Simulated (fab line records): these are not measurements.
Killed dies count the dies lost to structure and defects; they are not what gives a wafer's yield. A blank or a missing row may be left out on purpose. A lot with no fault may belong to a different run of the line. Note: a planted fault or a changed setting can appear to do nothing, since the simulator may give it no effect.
fab line records    flow nandHarc
record: lots: 11  wafers: 33  lastDay: 34
route steps=1302 shown A_SLIT@938 A_WL_FILL@957 END@1302
lots untouched by any fault: they come from a run of this same line in which no faults occurred
startH: start of the lot's first displayed wafer, in hours after the record's first day    waitH: how many hours have passed since the lot's step before this one    " repeats the value in the row above    L1.1+2: a row that stands for several wafers    - either no value or no given start    * or withheld: withheld    < > ~ a bound
route shown NAME@n: NAME is a module with steps in the file, n the number in the route of the first one    usual: average and standard deviation across the fault-free wafers    same: alike in all rows    chamber/n: place in a boat    sites: the reading at each site    _std_site: how widely they spread, as a standard deviation    _edge_site: mean of outer sites minus mean of inner sites    radiusMm: how far each site lies from the wafer's centre    mask NAME#n: copy n    behind: the tool/chamber that last shaped the wafer    hold: reason for holding the lot/hours on hold/outcome of the hold    device: transistor that didn't switch, given as n, p or np    end of line: the route-end tests of the same wafers    a step without rows: its recipe alone    killed: at the first sort, the dies lost to defects and structure; wafer yield is something else    map: per-die view of a wafer (x killed, . not killed, _ where there is no die)
set.NAME: setting as actually run; set.NAME@STEP: the setting as run at that earlier step    model.NAME: the simulator's own value behind a step, which no gauge read
the route's steps for a sample of lots (tables are steps, rows are wafers)
services: a tool's chamber out of use, with start hour (startH, from the record's first day; less than 0 if before it), hours out, and reason
== steps ==
step: NHARC_A_SLIT_ETCH_15
recipe: targetDepthA: 62000  overEtchFrac: 0.3  timeS: 1612  ionEnergyEv: 150  o2FlowSccm: 400  cosFlowSccm: 20  arFlowSccm: 0  rfW: 500  biasW: 300  chemistry: O2/COS
usual: drypumpMotorCurrentA: 5.7/0.52  oesProductAu: 1.002/0.014  rfVppV: 314.6/2.3  showerheadPlenumPTorr: 3.15/0.15  throttleValvePct: 28.329/0.0092
lot.wafer  tool        chamber  startH  waitH  drypumpMotorCurrentA  oesProductAu  rfHoursCounterH  rfVppV  showerheadPlenumPTorr  throttleValvePct
L363.4     rieDiel-10  2        -       -      4.9                   1.015         3                313.0   2.97                   28.320
L363.3     "           3        "       "      5.7                   1.034         3                313.3   3.10                   28.338
L363.5     "           2        "       "      4.9                   1.007         -                312.5   2.97                   28.334
L365.2     rieDiel-10  1        -       -      5.7                   1.006         4                312.1   2.91                   28.336
L365.5     "           2        "       "      4.9                   1.012         -                310.8   2.97                   28.323
L365.6     "           3        "       "      5.8                   1.022         -                313.4   3.10                   28.325
L368.1     rieDiel-09  3        -       -      5.3                   0.983         0                317.0   3.27                   28.321
L368.5     "           2        "       "      6.7                   0.981         -                313.0   3.04                   28.324
L368.6     "           3        "       "      5.3                   0.978         -                316.4   3.27                   28.331
L369.1     rieDiel-10  3        -       -      5.8                   1.020         7                312.6   3.10                   28.331
L369.4     "           1        "       "      5.7                   0.989         7                309.7   2.91                   28.334
L369.5     "           0        "       "      5.6                   0.996         -                317.6   3.28                   28.343
L373.2     rieDiel-08  0        -       -      5.6                   1.018         0                316.2   3.34                   28.337
L373.4     "           2        "       "      6.5                   1.017         0                315.2   3.22                   28.337
L373.5     "           1        "       "      5.9                   1.010         -                311.9   2.96                   28.345
L378.4     rieDiel-08  3        -       -      6.3                   0.999         6                317.0   3.25                   28.336
L378.5     "           0        "       "      5.5                   0.990         -                316.7   3.34                   28.346
L378.6     "           1        "       "      5.9                   0.994         -                312.3   2.96                   28.339
L379.3     rieDiel-09  2        -       -      6.7                   0.994         7                313.7   3.04                   28.325
L379.1     "           0        "       "      5.9                   1.018         7                316.4   3.27                   28.335
L379.5     "           2        "       "      6.7                   0.993         -                313.1   3.04                   28.331
L381.3     rieDiel-08  0        -       -      5.6                   1.012         7                317.1   3.34                   28.321
L381.2     "           2        "       "      6.5                   0.995         7                314.8   3.22                   28.327
L381.5     "           3        "       "      6.3                   1.004         -                316.3   3.25                   28.316
L380.2     rieDiel-10  1        -       -      5.7                   1.014         2                310.2   2.90                   28.326
L380.5     "           3        "       "      5.8                   1.003         -                314.2   3.10                   28.319
L380.6     "           0        "       "      5.6                   0.985         -                316.1   3.28                   28.337
L384.3     rieDiel-10  1        -       -      5.7                   1.001         4                311.0   2.90                   28.347
L384.4     "           2        "       "      4.9                   0.984         3                311.4   2.96                   28.333
L384.2     "           3        "       "      5.8                   1.003         3                315.1   3.10                   28.338
L382.1     rieDiel-09  3        -       -      5.3                   0.989         9                317.1   3.27                   28.321
L382.4     "           0        "       "      5.9                   0.999         9                316.3   3.27                   28.338
L382.6     "           0        "       "      5.9                   1.011         -                316.2   3.27                   28.320
step: NHARC_A_SLIT_STRIP_18
recipe: o2FlowSccm: 500  arFlowSccm: 0  biasW: 0  chemistry: O2
usual: drypumpMotorCurrentA: 5.7/0.51  oesProductAu: 1.003/0.014  rfVppV: 57.8/0.94  showerheadPlenumPTorr: 3.57/0.17  throttleValvePct: 17.038/0.0088
lot.wafer  tool        chamber  startH  waitH  drypumpMotorCurrentA  oesProductAu  rfHoursCounterH  rfVppV  showerheadPlenumPTorr  throttleValvePct
L363.3     rieDiel-09  1        -       -      5.2                   1.007         8.2              59.0    3.77                   17.033
L363.4     "           0        "       "      5.9                   1.031         -                57.5    3.70                   17.043
L363.5     "           2        "       "      6.7                   0.977         -                57.2    3.44                   17.048
L365.2     rieDiel-08  3        -       -      6.3                   0.974         6.5              60.0    3.68                   17.040
L365.6     "           1        "       "      5.9                   1.001         -                57.4    3.35                   17.058
L365.5     "           2        "       "      6.5                   0.992         -                58.5    3.64                   17.038
L368.1     rieDiel-10  0        -       -      5.6                   1.015         5.8              58.4    3.71                   17.027
L368.6     "           0        "       "      5.6                   1.002         -                56.8    3.71                   17.039
L368.5     "           1        "       "      5.7                   0.999         -                56.0    3.29                   17.045
L369.1     rieDiel-10  0        -       -      5.6                   1.012         7.3              58.0    3.71                   17.023
L369.5     "           3        "       "      5.8                   1.049         -                58.9    3.50                   17.039
L369.4     "           2        "       "      4.9                   1.010         -                57.7    3.35                   17.056
L373.2     rieDiel-10  2        -       -      4.9                   0.997         9.5              56.5    3.35                   17.034
L373.4     "           3        "       "      5.8                   1.022         9.8              58.2    3.50                   17.026
L373.5     "           1        "       "      5.7                   1.006         -                56.8    3.29                   17.032
L378.4     rieDiel-09  3        -       -      5.3                   0.993         6.8              56.8    3.69                   17.043
L378.5     "           0        "       "      5.9                   1.010         -                58.0    3.69                   17.043
L378.6     "           1        "       "      5.2                   1.001         -                59.9    3.77                   17.032
L379.3     rieDiel-10  2        -       -      4.9                   0.998         2.5              58.5    3.35                   17.021
L379.1     "           3        "       "      5.8                   1.006         2.6              56.0    3.50                   17.049
L379.5     "           0        "       "      5.6                   0.978         -                56.4    3.70                   17.039
L381.3     rieDiel-09  1        -       -      5.2                   1.003         8.0              58.4    3.77                   17.047
L381.2     "           2        "       "      6.7                   0.989         7.9              57.3    3.43                   17.047
L381.5     "           3        "       "      5.3                   0.993         -                56.4    3.69                   17.043
L380.2     rieDiel-08  1        -       -      5.9                   1.013         6.8              58.8    3.35                   17.035
L380.6     "           2        "       "      6.5                   0.996         -                57.9    3.63                   17.028
L380.5     "           3        "       "      6.3                   1.008         -                57.2    3.68                   17.034
L384.3     rieDiel-08  3        -       -      6.3                   0.995         8.0              57.3    3.68                   17.033
L384.2     "           2        "       "      6.5                   0.991         8.2              57.1    3.63                   17.035
L384.4     "           3        "       "      6.3                   0.989         -                57.1    3.68                   17.044
L382.4     rieDiel-10  2        -       -      4.9                   0.984         4.1              56.2    3.35                   17.030
L382.1     "           1        "       "      5.7                   1.017         4.7              56.5    3.28                   17.033
L382.6     "           3        "       "      5.8                   1.013         -                58.5    3.50                   17.045
step: NHARC_A_WL_FILL_ETCHBACK_04
recipe: targetDepthA: 600  timeS: 120  chemistry: NF3
usual: drypumpMotorCurrentA: 5.4/0.47  heBacksideLeakSccm: 3.34/0.28  oesProductAu: 0.998/0.014  runLengthS: 141.4/0.47
lot.wafer  tool         chamber  startH  waitH  drypumpMotorCurrentA  heBacksideLeakSccm  oesProductAu  rfHoursCounterH  runLengthS
L363.3     rieMetal-03  0        482.80  0.5    6.1                   3.19                1.012         -                141.0
L363.4     "            0        "       "      6.1                   3.51                1.021         -                141.0
L363.5     "            0        "       "      6.1                   3.29                1.014         -                140.9
L365.2     rieMetal-01  0        498.93  0.3    5.1                   3.45                0.992         -                141.7
L365.5     "            0        "       "      5.1                   3.60                0.992         -                141.8
L365.6     "            0        "       "      5.1                   3.45                0.990         -                141.2
L368.1     rieMetal-01  0        523.02  0.3    5.1                   3.49                1.000         2.0              141.2
L368.6     "            0        "       "      5.1                   3.59                1.005         -                141.5
L368.5     "            1        "       "      5.8                   3.28                0.995         -                142.3
L369.1     rieMetal-03  0        553.65  0.3    6.1                   3.81                1.001         0.1              141.4
L369.4     "            1        "       "      5.3                   3.19                1.013         -                141.4
L369.5     "            0        "       "      6.1                   3.74                0.999         -                92.9
L373.2     rieMetal-03  1        575.41  0.3    5.3                   3.01                1.010         0.4              141.5
L373.4     "            1        "       "      5.3                   2.92                1.006         -                141.6
L373.5     "            1        "       "      5.3                   3.14                1.008         -                93.2
L378.4     rieMetal-01  1        650.47  0.2    5.8                   3.27                0.990         -                141.8
L378.5     "            1        "       "      5.8                   3.35                0.991         -                142.5
L378.6     "            0        "       "      5.1                   3.51                1.016         -                142.0
L379.1     rieMetal-01  0        656.88  0.3    5.1                   3.39                1.006         1.0              141.2
L379.3     "            0        "       "      5.1                   3.50                1.003         -                141.2
L379.5     "            1        "       "      5.8                   3.05                0.988         -                142.2
L381.2     rieMetal-02  0        656.91  0.3    5.1                   2.96                1.017         0.3              141.1
L381.3     "            0        "       "      5.1                   2.98                1.011         -                141.3
L381.5     "            0        "       "      5.1                   3.06                1.016         -                141.4
L380.2     rieMetal-03  1        660.63  0.3    5.3                   3.18                1.002         1.8              141.0
L380.6     "            0        "       "      6.1                   3.66                0.991         -                141.1
L380.5     "            1        "       "      5.3                   2.98                1.006         -                141.3
L384.2     rieMetal-03  0        683.24  0.4    6.1                   3.46                0.980         2.1              140.9
L384.3     "            1        "       "      5.3                   3.11                1.003         -                141.1
L384.4     "            0        "       "      6.1                   3.49                0.982         -                140.8
L382.1     rieMetal-02  1        687.75  0.3    4.6                   3.20                0.991         0.8              141.5
L382.4     "            1        "       "      4.6                   3.24                0.993         -                141.1
L382.6     "            1        "       "      4.6                   3.07                0.988         -                141.2
step: NHARC_A_WL_FILL_STRIP_29
recipe: timeS: 20  o2FlowSccm: 500  arFlowSccm: 0  biasW: 0  chemistry: O2
usual: drypumpMotorCurrentA: 5.6/0.45  oesProductAu: 1.002/0.012  rfVppV: 57.9/0.93  showerheadPlenumPTorr: 3.55/0.13  throttleValvePct: 17.036/0.0097
lot.wafer  tool        chamber  startH  waitH  drypumpMotorCurrentA  oesProductAu  rfHoursCounterH  rfVppV  showerheadPlenumPTorr  throttleValvePct
L363.4     rieDiel-06  0        495.08  0.1    5.9                   1.015         0.0              56.9    3.45                   17.021
L363.3     "           2        "       "      6.2                   1.000         0.0              57.3    3.52                   17.053
L363.5     "           3        "       "      5.0                   1.013         -                58.4    3.39                   17.031
L365.2     rieDiel-01  0        509.21  0.1    5.5                   1.007         2.2              59.1    3.75                   17.034
L365.6     "           3        "       "      6.2                   1.013         -                57.1    3.58                   17.036
L365.5     "           0        "       "      5.6                   1.005         -                58.3    3.75                   17.043
L368.1     rieDiel-06  0        533.21  0.1    5.9                   1.012         0.7              57.1    3.45                   17.022
L368.5     "           2        "       "      6.1                   0.994         -                59.4    3.52                   17.032
L368.6     "           3        "       "      5.0                   1.019         -                58.5    3.39                   17.025
L369.1     rieDiel-04  2        564.05  0.1    5.4                   1.010         1.5              57.3    3.75                   17.041
L369.4     "           0        "       "      4.9                   1.004         1.0              57.6    3.46                   17.035
L369.5     "           1        "       "      5.8                   1.000         -                56.6    3.73                   17.035
L373.2     rieDiel-01  3        585.71  0.1    6.2                   1.014         0.6              56.9    3.58                   17.040
L373.4     "           2        "       "      6.2                   0.995         0.7              57.1    3.50                   17.048
L373.5     "           0        "       "      5.6                   0.998         -                57.8    3.75                   17.045
L378.4     rieDiel-04  3        662.08  0.1    5.5                   0.997         6.7              57.0    3.46                   17.050
L378.6     "           3        "       "      5.4                   1.011         -                57.8    3.46                   17.031
L378.5     "           0        "       "      4.9                   1.002         -                59.0    3.46                   17.028
L379.3     rieDiel-01  0        667.36  0.1    5.5                   0.997         2.9              58.9    3.75                   17.055
L379.1     "           1        "       "      5.1                   0.990         2.2              57.7    3.45                   17.041
L379.5     "           0        "       "      5.6                   1.007         -                57.9    3.75                   17.051
L381.2     rieDiel-04  3        667.40  0.1    5.5                   1.005         6.8              58.1    3.45                   17.033
L381.3     "           0        "       "      4.9                   1.010         6.7              57.4    3.46                   17.040
L381.5     "           2        "       "      5.4                   0.978         -                57.6    3.75                   17.042
L380.2     rieDiel-01  0        673.77  0.1    5.5                   1.010         3.0              57.7    3.75                   17.038
L380.5     "           1        "       "      5.1                   0.980         -                58.9    3.45                   17.031
L380.6     "           2        "       "      6.1                   0.991         -                57.6    3.50                   17.040
L384.4     rieDiel-04  1        693.72  0.1    5.9                   1.001         7.0              59.1    3.73                   17.031
L384.2     "           2        "       "      5.4                   1.009         7.9              57.4    3.75                   17.043
L384.3     "           3        "       "      5.5                   0.999         7.8              58.3    3.45                   17.031
L382.1     rieDiel-04  1        699.22  0.1    5.9                   1.001         7.0              59.2    3.73                   17.043
L382.4     "           2        "       "      5.4                   0.999         7.9              57.3    3.75                   17.026
L382.6     "           3        "       "      5.5                   0.999         -                57.9    3.45                   17.034
step: NHARC_END_SORT_01
recipe: tempC: 25
usual: killedAtArray: 63/27  killedAtOther: 0.7/1.2  killedAtPeriphery: 3.1/2  killedDies: 67/28  killedOpen: 3.0/1.9  killedShort: 2.2/1.5
same: grossDies: 677
lot.wafer  tool       chamber  startH  waitH  hold                     killedAtArray  killedAtOther  killedAtPeriphery  killedDies  killedOpen  killedShort
L365.2     prober-01  0        590.55  2.8    -                        108            0              3                  111         3           4
L365.5     prober-01  0        592.93  3.7    -                        103            0              1                  104         1           3
L365.6     prober-01  0        593.72  4.0    -                        101            0              0                  101         0           1
L369.1     prober-02  0        644.34  2.5    awaitDispo/7.7h/release  138            1              5                  144         2           5
L369.4     prober-02  0        646.70  3.4    awaitDispo/7.7h/release  111            1              1                  113         1           1
L369.5     prober-02  0        647.49  3.7    awaitDispo/7.7h/release  675            0              2                  677         0           3
L373.2     prober-02  0        670.38  2.8    awaitDispo/2.1h/release  29             3              1                  33          2           2
L373.4     prober-02  0        671.98  3.4    awaitDispo/2.1h/release  26             0              1                  27          1           2
L373.5     prober-02  0        672.78  3.7    awaitDispo/2.1h/release  675            0              2                  677         3           5
L381.2     prober-01  0        766.00  2.8    -                        37             0              2                  39          7           1
L381.3     prober-01  0        766.80  3.1    -                        27             0              5                  32          7           1
L381.5     prober-01  0        768.39  3.7    -                        28             1              2                  31          5           0
L380.2     prober-02  0        772.34  2.8    -                        90             1              5                  96          4           4
L380.5     prober-02  0        774.74  3.7    -                        97             0              1                  98          3           2
L380.6     prober-02  0        775.54  4.0    -                        89             1              0                  90          2           4
killed by level:class
L365.2 A_CHANNEL_HOLE_D1:chamberFilmFlake=37 A_CHANNEL_HOLE_D2:chamberFilmFlake=32 A_SLIT:chamberFilmFlake=25 A_CONTACT:chamberFilmFlake=3 A_ZERO_WELL:chamberFilmFlake=2 P_M0:geometricParticle:short=1 P_M2:geometricParticle:open=1 A_ONON_D2:geometricParticle:short=1
L365.5 A_CHANNEL_HOLE_D2:chamberFilmFlake=43 A_CHANNEL_HOLE_D1:chamberFilmFlake=27 A_SLIT:chamberFilmFlake=23 A_CONTACT:chamberFilmFlake=4 A_STAIRCASE:chamberFilmFlake=2 P_M0:geometricParticle:short=1 A_ONON_D1:geometricParticle:short=1 A_CHANNEL_HOLE_D1:geometricParticle:open=1
L365.6 A_CHANNEL_HOLE_D1:chamberFilmFlake=33 A_CHANNEL_HOLE_D2:chamberFilmFlake=31 A_SLIT:chamberFilmFlake=31 A_ZERO_WELL:chamberFilmFlake=2 A_ONON_D2:geometricParticle:short=1 A_DECK1_JOINT:chamberFilmFlake=1 A_CHANNEL_FILL_D2:chamberFilmFlake=1 A_CONTACT:chamberFilmFlake=1
L369.1 A_CHANNEL_HOLE_D2:chamberFilmFlake=42 A_SLIT:chamberFilmFlake=40 A_CHANNEL_HOLE_D1:chamberFilmFlake=35 A_STAIRCASE:chamberFilmFlake=8 A_WL_FILL:chamberFilmFlake=7 A_M0:geometricParticle:open=2 P_GATE:geometricParticle:short=1 P_M1:geometricParticle:short=1
L369.4 A_SLIT:chamberFilmFlake=36 A_CHANNEL_HOLE_D2:chamberFilmFlake=32 A_CHANNEL_HOLE_D1:chamberFilmFlake=22 A_STAIRCASE:chamberFilmFlake=8 A_CONTACT:chamberFilmFlake=8 A_CHANNEL_FILL_D1:geometricParticle:short=1 A_CHANNEL_FILL_D1:geometricParticle:open=1 P_BONDPAD:chamberFilmFlake=1
L369.5 A_WL_FILL:areaEtchback=562 A_CHANNEL_HOLE_D1:chamberFilmFlake=33 A_CHANNEL_HOLE_D2:chamberFilmFlake=31 A_SLIT:chamberFilmFlake=27 A_STAIRCASE:chamberFilmFlake=8 A_CONTACT:chamberFilmFlake=7 A_CHANNEL_FILL_D1:geometricParticle:short=1 A_ONON_D2:geometricParticle:short=1
L373.2 A_CONTACT:chamberFilmFlake=6 A_CHANNEL_HOLE_D1:chamberFilmFlake=5 A_DECK1_JOINT:chamberFilmFlake=4 A_SLIT:chamberFilmFlake=3 A_BLC:chamberFilmFlake=3 THIN_TSV:chamberFilmFlake=3 A_ZERO_WELL:chamberFilmFlake=2 A_CHANNEL_FILL_D1:chamberFilmFlake=2
L373.4 A_CHANNEL_HOLE_D1:chamberFilmFlake=6 A_SLIT:chamberFilmFlake=4 A_CONTACT:chamberFilmFlake=4 A_BLC:chamberFilmFlake=3 A_CHANNEL_FILL_D1:chamberFilmFlake=2 A_STAIRCASE:chamberFilmFlake=2 P_CONTACT:geometricParticle:short=1 A_ONON_D1:geometricParticle:short=1
L373.5 A_WL_FILL:areaEtchback=638 A_CHANNEL_HOLE_D1:chamberFilmFlake=11 A_CONTACT:chamberFilmFlake=5 A_SLIT:chamberFilmFlake=3 A_ONON_D1:geometricParticle:short=2 A_ZERO_WELL:chamberFilmFlake=2 A_CHANNEL_FILL_D1:chamberFilmFlake=2 A_DECK1_JOINT:chamberFilmFlake=2
L381.2 A_CHANNEL_HOLE_D1:chamberFilmFlake=17 A_SLIT:chamberFilmFlake=8 A_DECK1_JOINT:chamberFilmFlake=3 A_CONTACT:chamberFilmFlake=3 A_ONON_D2:geometricParticle:open=2 P_CONTACT:geometricParticle:open=1 P_M1:geometricParticle:open=1 A_CHANNEL_FILL_D1:geometricParticle:short=1
L381.3 A_CHANNEL_HOLE_D1:chamberFilmFlake=11 A_SLIT:chamberFilmFlake=5 P_M0:geometricParticle:open=2 P_M2:chamberFilmFlake=2 A_STAIRCASE:chamberFilmFlake=2 A_ONON_D1:geometricParticle:open=1 A_ONON_D2:geometricParticle:open=1 A_WL_FILL:geometricParticle:open=1
L381.5 A_CHANNEL_HOLE_D1:chamberFilmFlake=16 A_SLIT:chamberFilmFlake=5 P_M0:geometricParticle:open=2 A_STAIRCASE:chamberFilmFlake=2 A_CHANNEL_FILL_D1:geometricParticle:open=1 A_SGD_CUT:geometricParticle:open=1 STARTING-WAFER:geometricParticle:open=1 A_CHANNEL_HOLE_D2:chamberFilmFlake=1
L380.2 A_CHANNEL_HOLE_D1:chamberFilmFlake=29 A_SLIT:chamberFilmFlake=28 A_CHANNEL_HOLE_D2:chamberFilmFlake=18 A_CONTACT:chamberFilmFlake=6 P_STI:chamberFilmFlake=3 A_ZERO_WELL:chamberFilmFlake=3 P_M0:geometricParticle:open=2 A_CHANNEL_FILL_D1:geometricParticle:open=2
L380.5 A_SLIT:chamberFilmFlake=34 A_CHANNEL_HOLE_D1:chamberFilmFlake=31 A_CHANNEL_HOLE_D2:chamberFilmFlake=18 A_CONTACT:chamberFilmFlake=6 A_ZERO_WELL:chamberFilmFlake=3 A_CHANNEL_FILL_D1:geometricParticle:open=1 A_DECK1_JOINT:geometricParticle:short=1 A_WL_FILL:geometricParticle:short=1
L380.6 A_SLIT:chamberFilmFlake=26 A_CHANNEL_HOLE_D1:chamberFilmFlake=25 A_CHANNEL_HOLE_D2:chamberFilmFlake=22 A_CONTACT:chamberFilmFlake=6 A_ONON_D1:geometricParticle:short=2 A_ZERO_WELL:chamberFilmFlake=2 A_SOURCE_PLATE:geometricParticle:short=1 A_ONON_D2:geometricParticle:short=1
== services ==
tool         chamber  startH  hours  kind
rieDiel-08   2        468.12  4.7    repair
rieDiel-09   3        472.37  2.2    repair
rieMetal-03  1        473.02  15.2   repair
rieDiel-04   -        475.51  2.4    repair
rieDiel-08   2        480.98  3.8    repair
rieDiel-09   1        495.52  11.2   repair
rieDiel-08   -        495.81  19.8   repair
rieDiel-09   -        497.95  9.0    pm
rieMetal-03  -        519.00  9.0    pm
rieDiel-04   3        523.65  7.9    repair
rieDiel-04   -        531.90  9.0    pm
rieDiel-10   1        540.63  16.2   repair
rieDiel-08   -        545.00  9.0    pm
rieDiel-08   1        566.78  5.1    repair
rieDiel-10   -        596.50  9.0    pm
rieDiel-04   1        602.61  19.7   repair
rieDiel-08   1        669.36  9.8    repair
rieDiel-09   -        674.95  9.0    pm
rieDiel-08   3        681.31  1.7    repair
rieDiel-04   0        683.46  3.4    repair
rieDiel-09   2        689.52  5.6    repair
rieMetal-03  0        694.20  9.8    repair
rieMetal-03  -        696.00  9.0    pm
rieDiel-08   0        697.74  14.3   repair
== key ==
firstSign: step: NHARC_A_WL_FILL_ETCHBACK_04  reading: runLengthS  direction: down  sigmas: 99+  usual: *  struck: *
effect: step: NHARC_END_SORT_01  reading: killedAtArray  direction: up  sigmas: 22  usual: 63  struck: 675
moreKillsBornAt: NHARC_A_WL_FILL_ETCHBACK_04@rieMetal-03: 1200
metAt NHARC_A_WL_FILL_ETCHBACK_04
struckLots L369,L373
struckWafers L369.5,L373.5
laterRowsLeftOut L369.5,L373.5
testerLeftOut L369,L373
notActingAt NHARC_A_SLIT_ETCH_15,NHARC_A_SLIT_STRIP_18,NHARC_A_WL_FILL_STRIP_29
onsetBetween 482.80 553.65
fault: kind: processParameterDrift  tool: rieMetal-03  chamber: -  onsetH: 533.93  steps: NHARC_A_WL_FILL_ETCHBACK_04  channel: timeS  offset: *  shape: step  endH: 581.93  scope: struckWafersOnly  actsIn: *  stated: *
testerLeftOut: of these lots the tester's yield and bins aren't shown, on N5 and GAA mostly nor the transistor test; their killed dies are dies lost to structure and defects alone, not to doping, threshold or leakage, so they don't give the yield
laterRowsLeftOut: the simulator's readings of these wafers behind a module that went badly wrong aren't trusted and aren't shown, but for the sort
